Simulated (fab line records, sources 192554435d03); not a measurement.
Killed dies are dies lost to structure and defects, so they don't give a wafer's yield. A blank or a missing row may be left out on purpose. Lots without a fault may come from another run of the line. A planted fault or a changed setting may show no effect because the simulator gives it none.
fab line records | flow n5_finfet | part 2 of 2: steps 5 to 6 of 6
record lots=17 wafers=51 last_day=20
route steps=1938 shown BEOL_M3@949
lots that met no fault: from a run of the same line without faults
start_h: hours from the record's first day to the start of the lot's first wafer shown | wait_h: hours since the lot's step before | " the same as in the row above | L1.1+2: a row that stands for several wafers | - no value, or no start given | * or withheld: withheld | < > ~ a bound
route shown NAME@n: a module of which the file shows steps, and the number in the route of the first | usual: mean/standard deviation of fault-free wafers | same: alike in all rows | chamber/n: place in a boat | sites: the reading at each site | _std_site: their standard deviation | _edge_site: outer sites' mean less inner sites' | radius_mm: how far each site lies from the wafer's centre | mask NAME#n: copy n | behind: the tool/chamber that last shaped the wafer | hold: why the lot was held/for how many hours/how that ended | device: the transistor (n, p or np) that didn't switch | end of line: the same wafers' tests at the end of the route | a step without rows: its recipe alone | killed: dies lost to structure and defects at the first sort, not the wafer's yield | map: a wafer's dies, x killed, . not, _ none there
set.NAME: the setting as run; set.NAME@STEP: as run at that earlier step | model.NAME: the simulator's own value behind a step, which no gauge read
steps of the route over a sample of lots; a table a step, a row a wafer
services: from which hour (start_h, from the record's first day; less than 0 if before it) a tool's chamber was out of use, for how many hours, and why
## steps
# step N5_BEOL_M3_ETCH_70
# recipe chemistry=N2/H2 target=SOC target_depth_a=800 overetch_a=160 mask_material=SiARC temp_c=40 time_s=120 ion_energy_ev=200 pressure_mtorr=30 source_w=840 bias_w=150 n2_flow_sccm=200 h2_flow_sccm=200
# usual bias_w=150.1/0.44 chamber_pressure_mTorr=30.004/0.028 drypump_motor_current_A=5.3/0.42 oes_product_au=0.58/0.049 rf_vpp_V=525.6/1.9 showerhead_plenum_p_Torr=2.61/0.063 throttle_valve_pct=17.85/0.23
# columns lot.wafer tool chamber start_h wait_h bias_w chamber_pressure_mTorr drypump_motor_current_A oes_product_au rf_hours_counter_h rf_vpp_V showerhead_plenum_p_Torr throttle_valve_pct
L075.1 rie_diel-04 1 175.45 0.0 150.1 30.033 6.1 0.52 233 518.9 2.41 17.85
L075.5 " 3 " " 150.2 29.980 5.6 0.59 - 525.4 2.54 17.67
L075.6 " 2 " " 149.7 30.013 5.5 0.55 - 522.9 2.52 17.92
L077.4 rie_diel-01 3 188.85 0.0 150.9 29.943 4.6 0.56 173 525.7 2.64 17.64
L077.5 " 1 " " 149.6 30.024 5.8 0.54 - 525.8 2.62 18.23
L077.6 " 2 " " 150.3 29.975 5.0 0.58 - 522.3 2.54 17.93
L078.1 rie_diel-01 2 198.37 0.0 149.5 29.998 4.9 0.58 159 524.5 2.54 17.91
L078.2 " 0 " " 150.1 30.067 5.5 0.58 151 526.3 2.65 17.65
L078.6 " 2 " " 149.4 30.018 4.9 0.57 - 523.1 2.54 17.92
L079.3 rie_diel-02 2 201.72 0.0 150.8 30.037 4.9 0.64 80 527.1 2.68 18.33
L079.5 " 3 " " 150.0 29.996 5.5 0.62 - 527.0 2.68 17.54
L079.6 " 2 " " 150.5 29.991 4.9 0.63 - 528.7 2.68 18.34
L080.3 rie_diel-01 3 208.57 0.0 149.9 30.039 4.7 0.56 178 525.4 2.64 17.65
L080.4 " 0 " " 149.8 30.031 5.4 0.58 153 527.0 2.65 17.67
L080.6 " 3 " " 150.6 30.053 4.6 0.56 - 528.4 2.64 17.64
L082.2 rie_diel-02 0 208.71 0.0 149.9 30.042 5.1 0.54 206 527.2 2.63 18.00
L082.4 " 2 " " 149.4 29.991 4.8 0.63 82 526.6 2.68 18.33
L082.5 " 0 " " 150.2 30.011 5.0 0.53 - 527.3 2.63 17.99
L083.2 rie_diel-02 3 224.81 0.0 150.1 29.959 5.5 0.62 89 528.3 2.68 17.54
L083.5 " 3 " " 150.3 30.053 5.5 0.62 - 528.6 2.68 17.52
L083.6 " 2 " " 150.8 30.018 4.8 0.62 - 528.8 2.68 18.35
L085.1 rie_diel-04 3 244.18 0.0 150.0 30.031 5.6 0.57 159 523.5 2.53 17.72
L085.2 " 2 " " 150.5 29.970 5.5 0.55 214 521.1 2.51 17.95
L085.5 " 3 " " 149.5 30.029 5.6 0.57 - 523.1 2.53 17.70
L087.2 rie_diel-02 0 247.69 0.0 150.1 30.003 5.0 0.52 217 526.6 2.63 18.01
L087.5 " 1 " " 150.1 29.949 5.1 0.57 - 528.2 2.64 17.66
L087.6 " 2 " " 149.6 30.030 4.8 0.62 - 526.6 2.68 18.36
L088.1 rie_diel-01 2 278.94 0.0 150.6 30.059 5.0 0.56 181 523.9 2.53 17.95
L088.2 " 0 " " 150.5 30.036 5.5 0.57 174 525.3 2.64 17.69
L088.4 " 1 " " 150.0 29.986 5.8 0.74 3 525.8 2.61 17.81
L089.1 rie_diel-02 1 286.55 0.0 149.1 30.001 5.0 0.56 181 525.9 2.64 17.68
L089.2 " 0 " " 149.5 29.962 5.0 0.52 228 527.1 2.62 18.04
L089.6 " 2 " " 150.1 30.023 4.8 0.61 - 527.7 2.67 18.36
L092.3 rie_diel-01 0 302.17 0.0 150.8 29.999 5.5 0.56 180 526.2 2.64 17.70
L092.4 " 2 " " 149.5 29.998 5.0 0.56 187 523.4 2.53 17.96
L092.5 " 2 " " 149.6 30.014 5.0 0.56 - 523.2 2.53 17.95
L090.2 rie_diel-02 0 302.35 0.0 149.9 29.965 5.0 0.51 234 525.0 2.62 18.03
L090.4 " 3 " " 149.9 29.991 5.5 0.61 - 527.1 2.67 17.57
L090.6 " 1 " " 150.0 29.999 5.1 0.55 - 527.3 2.64 17.70
L093.1 rie_diel-02 0 306.90 0.0 150.1 30.039 5.0 0.52 235 526.4 2.62 18.04
L093.2 " 3 " " 150.2 30.020 5.5 0.61 114 527.6 2.67 17.58
L093.5 " 0 " " 149.4 30.000 5.0 0.51 - 525.6 2.62 18.05
L094.2 rie_diel-01 2 307.80 0.0 149.9 29.966 5.0 0.56 188 523.9 2.53 17.96
L094.3 " 0 " " 150.2 30.016 5.5 0.56 182 526.3 2.64 17.70
L094.5 " 3 " " 149.5 30.018 4.7 0.55 - 525.7 2.63 17.71
L095.1 rie_diel-01 0 311.35 0.0 150.1 29.960 5.5 0.56 183 525.9 2.64 17.70
L095.4 " 1 " " 150.0 29.973 5.8 0.72 11 527.3 2.60 17.84
L095.5 " 1 " " 149.5 30.038 5.7 0.71 - 527.2 2.60 17.84
L096.1 rie_diel-02 3 319.52 0.0 150.2 30.034 5.5 0.59 119 526.8 2.67 17.59
L096.4 " 1 " " 149.1 29.995 5.1 0.55 194 526.2 2.63 17.69
L096.6 " 0 " " 150.5 30.024 5.1 0.51 - 526.2 2.62 18.05
# step N5_BEOL_M3_STRIP_97
# recipe chemistry=N2/H2 time_s=10 power_w=450 temp_c=40 pressure_mtorr=20 rf_frequency_hz=6e+07 bias_power_w=7 n2_flow_sccm=200 h2_flow_sccm=200
# usual chamber_pressure_mTorr=20.000/0.017 drypump_motor_current_A=5.3/0.41 oes_product_au=0.75/0.067 rf_vpp_V=59.4/0.73 showerhead_plenum_p_Torr=2.60/0.063 throttle_valve_pct=23.67/0.3
# columns lot.wafer tool chamber start_h wait_h chamber_pressure_mTorr drypump_motor_current_A oes_product_au rf_hours_counter_h rf_vpp_V showerhead_plenum_p_Torr throttle_valve_pct
L075.1 rie_diel-04 1 - - 19.979 6.1 0.68 233 58.3 2.40 23.52
L075.5 " 3 " " 20.005 5.6 0.76 - 60.0 2.54 23.50
L075.6 " 2 " " 20.018 5.5 0.73 - 60.6 2.52 23.71
L077.4 rie_diel-01 3 - - 19.997 4.7 0.74 173 59.7 2.64 23.37
L077.5 " 1 " " 20.014 5.8 0.69 - 59.3 2.61 24.11
L077.6 " 2 " " 19.968 5.0 0.75 - 59.8 2.54 23.71
L078.1 rie_diel-01 2 - - 20.005 5.0 0.75 159 59.8 2.53 23.72
L078.2 " 0 " " 19.981 5.5 0.75 151 57.3 2.65 23.50
L078.6 " 2 " " 19.985 4.9 0.76 - 57.9 2.53 23.71
L079.3 rie_diel-02 2 - - 20.025 4.8 0.83 80 60.5 2.68 24.38
L079.5 " 3 " " 19.992 5.5 0.80 - 60.1 2.68 23.28
L079.6 " 2 " " 19.995 4.9 0.83 - 60.4 2.68 24.37
L080.3 rie_diel-01 3 - - 19.975 4.6 0.73 178 59.8 2.64 23.38
L080.4 " 0 " " 20.013 5.5 0.74 153 59.6 2.65 23.50
L080.6 " 3 " " 20.006 4.6 0.74 - 59.6 2.64 23.37
L082.2 rie_diel-02 0 - - 19.991 5.1 0.68 206 59.9 2.63 23.75
L082.4 " 2 " " 20.024 4.9 0.83 82 60.7 2.68 24.39
L082.5 " 0 " " 19.982 5.1 0.68 - 60.6 2.63 23.75
L083.2 rie_diel-02 3 - - 19.996 5.5 0.81 89 61.0 2.68 23.29
L083.5 " 3 " " 20.011 5.5 0.81 - 60.3 2.68 23.29
L083.6 " 2 " " 20.023 4.8 0.82 - 58.3 2.68 24.40
L085.1 rie_diel-04 3 - - 20.000 5.7 0.74 159 59.7 2.53 23.54
L085.2 " 2 " " 19.974 5.5 0.71 214 58.2 2.51 23.74
L085.5 " 3 " " 20.034 5.6 0.75 - 58.6 2.53 23.54
L087.2 rie_diel-02 0 - - 19.985 5.1 0.67 217 58.9 2.62 23.77
L087.5 " 1 " " 20.012 5.1 0.74 - 58.6 2.64 23.47
L087.6 " 2 " " 20.005 4.8 0.82 - 60.4 2.67 24.40
L088.1 rie_diel-01 2 - - 19.980 5.0 0.73 181 59.7 2.52 23.73
L088.2 " 0 " " 19.962 5.5 0.72 174 58.3 2.64 23.53
L088.4 " 1 " " 19.983 5.8 0.96 3 59.9 2.60 23.86
L089.1 rie_diel-02 1 - - 20.006 5.0 0.73 181 59.6 2.64 23.50
L089.2 " 0 " " 19.995 5.1 0.67 228 58.1 2.62 23.78
L089.6 " 2 " " 19.975 4.8 0.80 - 60.0 2.67 24.40
L092.3 rie_diel-01 0 - - 19.982 5.5 0.71 180 59.3 2.63 23.55
L092.4 " 2 " " 19.976 5.0 0.73 187 58.6 2.52 23.74
L092.5 " 2 " " 19.986 5.0 0.73 - 59.0 2.52 23.73
L090.2 rie_diel-02 0 - - 20.019 5.1 0.66 234 59.3 2.62 23.78
L090.4 " 3 " " 20.008 5.5 0.79 - 60.3 2.67 23.30
L090.6 " 1 " " 19.981 5.1 0.73 - 58.6 2.63 23.50
L093.1 rie_diel-02 0 - - 20.001 5.0 0.66 236 58.5 2.62 23.79
L093.2 " 3 " " 19.972 5.5 0.78 114 59.9 2.67 23.33
L093.5 " 0 " " 19.994 5.0 0.66 - 58.5 2.62 23.79
L094.2 rie_diel-01 2 - - 19.971 5.0 0.74 188 59.3 2.52 23.74
L094.3 " 0 " " 19.998 5.5 0.72 182 59.6 2.63 23.56
L094.5 " 3 " " 20.027 4.7 0.71 - 60.9 2.62 23.40
L095.1 rie_diel-01 0 - - 20.010 5.5 0.72 183 58.4 2.63 23.54
L095.4 " 1 " " 20.007 5.8 0.94 11 60.3 2.60 23.87
L095.5 " 1 " " 20.008 5.8 0.94 - 59.4 2.60 23.88
L096.1 rie_diel-02 3 - - 19.984 5.5 0.78 119 60.7 2.66 23.33
L096.4 " 1 " " 20.008 5.0 0.73 194 60.3 2.63 23.51
L096.6 " 0 " " 20.016 5.0 0.66 - 60.5 2.61 23.79
## services
# columns tool chamber start_h hours kind
rie_diel-02 3 164.68 12.2 repair
rie_diel-04 1 180.16 11.0 repair
rie_diel-04 0 191.20 - clean
rie_diel-04 0 191.20 - consumable_replace:focus_ring
rie_diel-04 0 191.20 20.1 scheduled_down
rie_diel-04 0 191.20 20.1 vent_cycle
rie_diel-02 - 195.75 0.3 repair
rie_diel-02 3 210.60 4.7 repair
rie_diel-04 1 237.23 - clean
rie_diel-04 1 237.23 - consumable_replace:focus_ring
rie_diel-04 1 237.23 - consumable_replace:showerhead
rie_diel-04 1 237.23 24.6 scheduled_down
rie_diel-04 1 237.23 24.6 vent_cycle
rie_diel-02 - 249.18 0.2 repair
rie_diel-01 1 251.59 - clean
rie_diel-01 1 251.59 - consumable_replace:focus_ring
rie_diel-01 1 251.59 17.7 scheduled_down
rie_diel-01 1 251.59 17.7 vent_cycle
rie_diel-01 1 291.76 3.0 repair
rie_diel-02 2 294.86 20.4 repair
